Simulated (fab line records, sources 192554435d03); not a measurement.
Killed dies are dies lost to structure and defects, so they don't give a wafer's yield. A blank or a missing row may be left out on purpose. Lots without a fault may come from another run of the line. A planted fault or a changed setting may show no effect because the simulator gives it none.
Chamber matching | flow n5_finfet | N5_BEOL_M1_ALD_98 on ald_sin-02: 4 sister chambers
The step deposits SiO2, target thk 2.5 nm, pulse time 1 s, co reactant pulse time 1 s. 4 wafers are shown with their chamber, then 11 later ones without.

WAFERS WITH THEIR CHAMBER
wafer  | chamber | heater_power_w (W)
L084.6 | 1       | 75
L091.3 | 3       | 73
L091.5 | 2       | 86
L090.3 | 0       | 76

WAFERS WITHOUT THEIR CHAMBER
wafer  | heater_power_w (W)
L090.4 | 87
L090.6 | 77
L095.2 | 74
L095.5 | 74
L095.6 | 88
L097.2 | 69
L097.3 | 75
L097.6 | 89
L096.4 | 70
L096.5 | 76
L096.6 | 72

WHICH CHAMBER EACH WENT THROUGH
wafer  | from the rows above          | in truth
L090.4 | 2                            | 2
L090.6 | can't be placed: 0 or 1 or 3 | 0
L095.2 | can't be placed: 1 or 3 or 0 | 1
L095.5 | can't be placed: 1 or 3 or 0 | 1
L095.6 | 2                            | 2
L097.2 | can't be placed: 3 or 1 or 0 | 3
L097.3 | can't be placed: 1 or 0 or 3 | 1
L097.6 | 2                            | 2
L096.4 | can't be placed: 3 or 1 or 0 | 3
L096.5 | can't be placed: 0 or 1 or 3 | 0
L096.6 | can't be placed: 3 or 1 or 0 | 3
Placed correctly: 3 of 11. Can't be placed from these rows: 8 (the true chamber is among the candidates in 8). Placed wrongly: 0.
How it was worked out, from the rows above alone: a wafer's distance from a chamber is the root of the sum, over the readings, of the square of ((its reading less the chamber's mean) divided by the reading's scatter). The wafer belongs to the nearest chamber; if the next one is less than 2 further off, it can't be placed. A chamber's mean is the mean of its shown wafers. The scatter: with one shown wafer a chamber, the root of the mean of the squares of how far each hidden wafer lies from its nearest shown one.
